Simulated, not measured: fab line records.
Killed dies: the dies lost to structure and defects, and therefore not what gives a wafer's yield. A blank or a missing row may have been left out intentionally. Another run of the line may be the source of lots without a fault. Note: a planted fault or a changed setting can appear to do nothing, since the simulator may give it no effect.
fab line records || flow nandHarc
record {"lots": 6, "wafers": 18, "lastDay": 30}
route steps=1302 shown A_CONTACT@985
lots that met no fault: taken from a fault-free run of the same line
startH: hours from the record's first day to the start of the lot's first wafer shown || waitH: how many hours have passed since the lot's step before this one || " identical to the entry in the row above || L1.1+2: one row covering several wafers at once || - no value, or no start given || * or withheld: withheld || < > ~ a bound
route shown NAME@n: NAME is a module with steps in the file, n the number in the route of the first one || usual: mean and standard deviation over wafers with no fault || same: alike in all rows || chamber/n: place in a boat || sites: per-site readings || _std_site: how widely they spread, as a standard deviation || _edge_site: outer sites' mean less inner sites' || radiusMm: for every site, how far away it sits from the centre of the wafer || mask NAME#n: copy n || behind: the tool/chamber that last shaped the wafer || hold: why the lot was held/for how many hours/how that ended || device: transistor that didn't switch, given as n, p or np || end of line: the tests these same wafers got at the end of their route || a step without rows: its recipe alone || killed: at the first sort, the dies lost to defects and structure; wafer yield is something else || map: the dies of a wafer, with x for killed, . for not killed, _ for no die there
set.NAME: the setting that was run; set.NAME@STEP: the one run at that earlier step || model.NAME: the simulator's own value behind a step, which no gauge read
lots at selected steps of the route; one table per step, one row per wafer
services: a tool's chamber out of use, with start hour (startH, from the record's first day; less than 0 if before it), hours out, and reason
## steps
# step NHARC_A_CONTACT_DEP_28
# recipe {"targetThkA": 70000, "tempC": 400, "material": "aC"}
# usual {"throttleValvePct": "34.999/0.0086"}
{"lot.wafer": "L950.1", "tool": "aclDep-01", "chamber": 0, "startH": 489.30, "waitH": 4.2, "throttleValvePct": 34.993}
{"lot.wafer": "L950.4", "tool": "aclDep-01", "chamber": 0, "startH": 491.42, "waitH": 6.3, "throttleValvePct": 34.986}
{"lot.wafer": "L950.6", "tool": "aclDep-01", "chamber": 0, "startH": 492.84, "waitH": 7.7, "throttleValvePct": 35.000}
{"lot.wafer": "L958.1", "tool": "aclDep-02", "chamber": 0, "startH": 574.36, "waitH": 0.1, "throttleValvePct": 35.009}
{"lot.wafer": "L958.5", "tool": "aclDep-02", "chamber": 0, "startH": 577.14, "waitH": 2.8, "throttleValvePct": 34.998}
{"lot.wafer": "L958.6", "tool": "aclDep-02", "chamber": 0, "startH": 577.14, "waitH": 2.8, "throttleValvePct": 34.992}
{"lot.wafer": "L960.1", "tool": "aclDep-03", "chamber": 0, "startH": 599.88, "waitH": 0.1, "throttleValvePct": 35.009}
{"lot.wafer": "L960.4", "tool": "aclDep-03", "chamber": 0, "startH": 602.01, "waitH": 2.2, "throttleValvePct": 34.989}
{"lot.wafer": "L960.6", "tool": "aclDep-03", "chamber": 0, "startH": 603.43, "waitH": 3.6, "throttleValvePct": 34.999}
{"lot.wafer": "L963.1", "tool": "aclDep-02", "chamber": 0, "startH": 619.72, "waitH": 4.1, "throttleValvePct": 35.002}
{"lot.wafer": "L963.4", "tool": "aclDep-02", "chamber": 0, "startH": 621.84, "waitH": 6.2, "throttleValvePct": 34.988}
{"lot.wafer": "L963.5", "tool": "aclDep-02", "chamber": 0, "startH": 621.84, "waitH": 6.2, "throttleValvePct": 34.998}
{"lot.wafer": "L969.2", "tool": "aclDep-02", "chamber": 0, "startH": 677.21, "waitH": 0.8, "throttleValvePct": 34.999}
{"lot.wafer": "L969.4", "tool": "aclDep-02", "chamber": 0, "startH": 678.60, "waitH": 2.2, "throttleValvePct": 35.005}
{"lot.wafer": "L969.5", "tool": "aclDep-02", "chamber": 0, "startH": 678.60, "waitH": 2.2, "throttleValvePct": 34.994}
{"lot.wafer": "L970.2", "tool": "aclDep-03", "chamber": 0, "startH": 690.75, "waitH": 1.5, "throttleValvePct": 35.003}
{"lot.wafer": "L970.3", "tool": "aclDep-03", "chamber": 0, "startH": 690.75, "waitH": 1.5, "throttleValvePct": 34.997}
{"lot.wafer": "L970.6", "tool": "aclDep-03", "chamber": 0, "startH": 693.56, "waitH": 4.3, "throttleValvePct": 35.017}
# step NHARC_A_CONTACT_DEP_29
# recipe {"targetThkA": 1000, "targetThkNm": 100, "tempC": 400, "pressureTorr": 3.5, "flowSccm": 200, "rfW": 350, "material": "SiON"}
# usual {"heaterPowerW": "830/110"}
{"lot.wafer": "L950.1", "tool": "pecvd-02", "chamber": 0, "startH": 493.57, "waitH": 3.6, "heaterPowerW": 983}
{"lot.wafer": "L950.6", "tool": "pecvd-02", "chamber": 0, "startH": 493.57, "waitH": 3.6, "heaterPowerW": 962}
{"lot.wafer": "L950.4", "tool": "pecvd-02", "chamber": 1, "startH": 493.57, "waitH": 3.6, "heaterPowerW": 944}
{"lot.wafer": "L958.1", "tool": "pecvd-03", "chamber": 0, "startH": 578.55, "waitH": 3.5, "heaterPowerW": 638}
{"lot.wafer": "L958.5", "tool": "pecvd-03", "chamber": 0, "startH": 578.55, "waitH": 3.5, "heaterPowerW": 629}
{"lot.wafer": "L958.6", "tool": "pecvd-03", "chamber": 2, "startH": 578.55, "waitH": 3.5, "heaterPowerW": 755}
{"lot.wafer": "L960.1", "tool": "pecvd-02", "chamber": 0, "startH": 604.22, "waitH": 3.6, "heaterPowerW": 951}
{"lot.wafer": "L960.4", "tool": "pecvd-02", "chamber": 2, "startH": 604.22, "waitH": 3.6, "heaterPowerW": 754}
{"lot.wafer": "L960.6", "tool": "pecvd-02", "chamber": 0, "startH": 604.22, "waitH": 3.6, "heaterPowerW": 927}
{"lot.wafer": "L963.1", "tool": "pecvd-02", "chamber": 1, "startH": 624.07, "waitH": 3.6, "heaterPowerW": 762}
{"lot.wafer": "L963.4", "tool": "pecvd-02", "chamber": 2, "startH": 624.07, "waitH": 3.6, "heaterPowerW": 674}
{"lot.wafer": "L963.5", "tool": "pecvd-02", "chamber": 0, "startH": 624.07, "waitH": 3.6, "heaterPowerW": 926}
{"lot.wafer": "L969.2", "tool": "pecvd-02", "chamber": 1, "startH": 681.05, "waitH": 3.1, "heaterPowerW": 910}
{"lot.wafer": "L969.5", "tool": "pecvd-02", "chamber": 1, "startH": 681.05, "waitH": 3.1, "heaterPowerW": 901}
{"lot.wafer": "L969.4", "tool": "pecvd-02", "chamber": 2, "startH": 681.05, "waitH": 3.1, "heaterPowerW": 684}
{"lot.wafer": "L970.3", "tool": "pecvd-02", "chamber": 1, "startH": 694.31, "waitH": 2.2, "heaterPowerW": 867}
{"lot.wafer": "L970.2", "tool": "pecvd-02", "chamber": 0, "startH": 694.31, "waitH": 2.2, "heaterPowerW": 927}
{"lot.wafer": "L970.6", "tool": "pecvd-02", "chamber": 0, "startH": 694.31, "waitH": 2.2, "heaterPowerW": 951}
# step NHARC_A_CONTACT_DEHYDRATE_32
# recipe {"tempC": 150, "timeS": 120}
# step NHARC_A_CONTACT_HMDS_33
# recipe {"timeS": 30}
# step NHARC_A_CONTACT_COAT_34
# recipe {"tempC": 260, "timeS": 75}
# step NHARC_A_CONTACT_COAT_35
# recipe {"tempC": 225, "timeS": 65}
# step NHARC_A_CONTACT_COAT_36
# recipe {"spinRpm": 1500, "resistThkNm": 90}
# step NHARC_A_CONTACT_SOFTBAKE_37
# recipe {"tempC": 105, "timeS": 55}
# step NHARC_A_CONTACT_EBR_38
# step NHARC_A_CONTACT_EXPOSE_39
# recipe {"na": 1.35, "sigmaOuter": 0.8, "doseMj": 58.79, "maskId": "A_CC_3"}
# step NHARC_A_CONTACT_PEB_40
# recipe {"pebTempC": 100, "pebTimeS": 65}
# step NHARC_A_CONTACT_DEVELOP_41
# recipe {"developTimeS": 35, "devTempC": 23}
# usual {"chillPlateTempC": "22.98/0.1", "developTimeS": "35/0"}
{"lot.wafer": "L950.1", "tool": "lithoTrack-04", "chamber": 0, "startH": 494, "waitH": "-", "chillPlateTempC": 22.97, "developTimeS": 35}
{"lot.wafer": "L950.4", "tool": "lithoTrack-04", "chamber": 0, "startH": 494, "waitH": "-", "chillPlateTempC": 22.99, "developTimeS": 35}
{"lot.wafer": "L950.6", "tool": "lithoTrack-04", "chamber": 0, "startH": 494, "waitH": "-", "chillPlateTempC": 23.06, "developTimeS": 35}
{"lot.wafer": "L958.1", "tool": "lithoTrack-04", "chamber": 0, "startH": 579, "waitH": "-", "chillPlateTempC": 23.08, "developTimeS": 35}
{"lot.wafer": "L958.5", "tool": "lithoTrack-04", "chamber": 0, "startH": 579, "waitH": "-", "chillPlateTempC": 23.13, "developTimeS": 35}
{"lot.wafer": "L958.6", "tool": "lithoTrack-04", "chamber": 0, "startH": 579, "waitH": "-", "chillPlateTempC": 22.94, "developTimeS": 35}
{"lot.wafer": "L960.1", "tool": "lithoTrack-01", "chamber": 0, "startH": 604, "waitH": "-", "chillPlateTempC": 23.01, "developTimeS": 35}
{"lot.wafer": "L960.4", "tool": "lithoTrack-01", "chamber": 0, "startH": 604, "waitH": "-", "chillPlateTempC": 23.01, "developTimeS": 35}
{"lot.wafer": "L960.6", "tool": "lithoTrack-01", "chamber": 0, "startH": 604, "waitH": "-", "chillPlateTempC": 22.88, "developTimeS": 35}
{"lot.wafer": "L963.1", "tool": "lithoTrack-06", "chamber": 0, "startH": 624, "waitH": "-", "chillPlateTempC": 23.13, "developTimeS": 35}
{"lot.wafer": "L963.4", "tool": "lithoTrack-06", "chamber": 0, "startH": 624, "waitH": "-", "chillPlateTempC": 22.96, "developTimeS": 35}
{"lot.wafer": "L963.5", "tool": "lithoTrack-06", "chamber": 0, "startH": 624, "waitH": "-", "chillPlateTempC": 22.94, "developTimeS": 35}
{"lot.wafer": "L969.2", "tool": "lithoTrack-06", "chamber": "-", "startH": 681, "waitH": "-", "chillPlateTempC": "-", "developTimeS": "-"}
{"lot.wafer": "L969.4", "tool": "lithoTrack-06", "chamber": "-", "startH": 681, "waitH": "-", "chillPlateTempC": "-", "developTimeS": "-"}
{"lot.wafer": "L969.5", "tool": "lithoTrack-06", "chamber": "-", "startH": 681, "waitH": "-", "chillPlateTempC": "-", "developTimeS": "-"}
{"lot.wafer": "L970.2", "tool": "lithoTrack-01", "chamber": "-", "startH": 694, "waitH": "-", "chillPlateTempC": "-", "developTimeS": "-"}
{"lot.wafer": "L970.3", "tool": "lithoTrack-01", "chamber": "-", "startH": 694, "waitH": "-", "chillPlateTempC": "-", "developTimeS": "-"}
{"lot.wafer": "L970.6", "tool": "lithoTrack-01", "chamber": "-", "startH": 694, "waitH": "-", "chillPlateTempC": "-", "developTimeS": "-"}
# step NHARC_A_CONTACT_CD_MEAS_42
# recipe {"targetCdNm": 300, "landingEnergyEv": 500}
# usual {"cdNm": "299.9/0.55"}
{"lot.wafer": "L950.1", "tool": "cdSem-01", "chamber": 0, "startH": 494.17, "waitH": "-", "cdNm": 299.7}
{"lot.wafer": "L950.4", "tool": "cdSem-01", "chamber": 0, "startH": 494.17, "waitH": "-", "cdNm": 299.7}
{"lot.wafer": "L950.6", "tool": "cdSem-01", "chamber": 0, "startH": 494.17, "waitH": "-", "cdNm": 299.2}
{"lot.wafer": "L958.1", "tool": "cdSem-02", "chamber": 0, "startH": 579.15, "waitH": "-", "cdNm": 299.6}
{"lot.wafer": "L958.5", "tool": "cdSem-02", "chamber": 0, "startH": 579.15, "waitH": "-", "cdNm": 299.4}
{"lot.wafer": "L958.6", "tool": "cdSem-02", "chamber": 0, "startH": 579.15, "waitH": "-", "cdNm": 299.2}
{"lot.wafer": "L960.1", "tool": "cdSem-03", "chamber": 0, "startH": 604.88, "waitH": "-", "cdNm": 300.0}
{"lot.wafer": "L960.4", "tool": "cdSem-03", "chamber": 0, "startH": 604.88, "waitH": "-", "cdNm": 299.9}
{"lot.wafer": "L960.6", "tool": "cdSem-03", "chamber": 0, "startH": 604.88, "waitH": "-", "cdNm": 300.1}
{"lot.wafer": "L963.1", "tool": "cdSem-03", "chamber": 0, "startH": 624.74, "waitH": "-", "cdNm": 299.4}
{"lot.wafer": "L963.4", "tool": "cdSem-03", "chamber": 0, "startH": 624.74, "waitH": "-", "cdNm": 300.5}
{"lot.wafer": "L963.5", "tool": "cdSem-03", "chamber": 0, "startH": 624.74, "waitH": "-", "cdNm": 299.9}
{"lot.wafer": "L969.2", "tool": "cdSem-03", "chamber": 0, "startH": 681.75, "waitH": "-", "cdNm": "-"}
{"lot.wafer": "L969.4", "tool": "cdSem-03", "chamber": 0, "startH": 681.75, "waitH": "-", "cdNm": "-"}
{"lot.wafer": "L969.5", "tool": "cdSem-03", "chamber": 0, "startH": 681.75, "waitH": "-", "cdNm": "-"}
{"lot.wafer": "L970.2", "tool": "cdSem-01", "chamber": 0, "startH": 694.91, "waitH": "-", "cdNm": "-"}
{"lot.wafer": "L970.3", "tool": "cdSem-01", "chamber": 0, "startH": 694.91, "waitH": "-", "cdNm": "-"}
{"lot.wafer": "L970.6", "tool": "cdSem-01", "chamber": 0, "startH": 694.91, "waitH": "-", "cdNm": "-"}
## services
{"tool": "aclDep-03", "chamber": "-", "startH": 483.10, "hours": 13.0, "kind": "pm"}
{"tool": "lithoTrack-01", "chamber": "-", "startH": 505.00, "hours": 7.0, "kind": "pm"}
{"tool": "pecvd-03", "chamber": 0, "startH": 510.37, "hours": 4.9, "kind": "repair"}
{"tool": "pecvd-02", "chamber": "-", "startH": 511.44, "hours": 2.5, "kind": "repair"}
{"tool": "lithoTrack-06", "chamber": "-", "startH": 529.00, "hours": 7.0, "kind": "pm"}
{"tool": "pecvd-03", "chamber": "-", "startH": 547.27, "hours": 13.0, "kind": "pm"}
{"tool": "pecvd-03", "chamber": 0, "startH": 547.27, "hours": 13.0, "kind": "ventCycle"}
{"tool": "pecvd-03", "chamber": 1, "startH": 547.27, "hours": 13.0, "kind": "ventCycle"}
{"tool": "pecvd-03", "chamber": 2, "startH": 547.27, "hours": 13.0, "kind": "ventCycle"}
{"tool": "aclDep-01", "chamber": "-", "startH": 552.50, "hours": 13.0, "kind": "pm"}
{"tool": "lithoTrack-04", "chamber": "-", "startH": 553.00, "hours": 7.0, "kind": "pm"}
{"tool": "pecvd-03", "chamber": 0, "startH": 560.27, "hours": "-", "kind": "clean"}
{"tool": "pecvd-03", "chamber": 1, "startH": 560.27, "hours": "-", "kind": "clean"}
{"tool": "aclDep-02", "chamber": "-", "startH": 572.88, "hours": 0.0, "kind": "repair"}
{"tool": "pecvd-02", "chamber": 1, "startH": 587.80, "hours": 3.9, "kind": "repair"}
{"tool": "pecvd-02", "chamber": "-", "startH": 589.00, "hours": 13.0, "kind": "pm"}
{"tool": "pecvd-02", "chamber": 0, "startH": 589.00, "hours": 13.0, "kind": "ventCycle"}
{"tool": "pecvd-02", "chamber": 2, "startH": 589.00, "hours": 13.0, "kind": "ventCycle"}
{"tool": "pecvd-02", "chamber": 0, "startH": 602.00, "hours": "-", "kind": "clean"}
{"tool": "pecvd-02", "chamber": 1, "startH": 602.00, "hours": "-", "kind": "clean"}
{"tool": "pecvd-02", "chamber": 2, "startH": 602.00, "hours": "-", "kind": "clean"}
{"tool": "aclDep-02", "chamber": "-", "startH": 606.72, "hours": 13.0, "kind": "pm"}
{"tool": "aclDep-03", "chamber": "-", "startH": 664.56, "hours": 13.0, "kind": "pm"}
{"tool": "lithoTrack-01", "chamber": "-", "startH": 680.00, "hours": 7.0, "kind": "pm"}
## key
firstSign {"step": "NHARC_A_CONTACT_DEVELOP_41", "reading": "toolRecord", "direction": "missing"}
effect none on later readings
metAt NHARC_A_CONTACT_DEVELOP_41
struckWafers L969.2,L969.4,L969.5,L970.2,L970.3,L970.6
laterRowsLeftOut L969.2,L969.4,L969.5,L970.2,L970.3,L970.6
sortLeftOut L969.2,L969.4,L969.5,L970.2,L970.3,L970.6
testerLeftOut L969,L970
onsetBetween 624 681
fault {"kind": "skippedStepWhole", "tool": "lithoTrack-01,lithoTrack-06", "chamber": "-", "onsetH": 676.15, "steps": "NHARC_A_CONTACT_DEVELOP_41", "scope": "struckLotsOnly"}
# testerLeftOut: of these lots the tester's yield and bins aren't shown, on N5 and GAA mostly nor the transistor test; their killed dies are dies lost to structure and defects alone, not to doping, threshold or leakage, so they don't give the yield
# sortLeftOut: the simulated sort isn't trusted on such a fault, so these wafers' sort isn't shown, and their yield isn't known
# laterRowsLeftOut: the simulator's readings of these wafers behind a module that went badly wrong aren't trusted and aren't shown, but for the sort
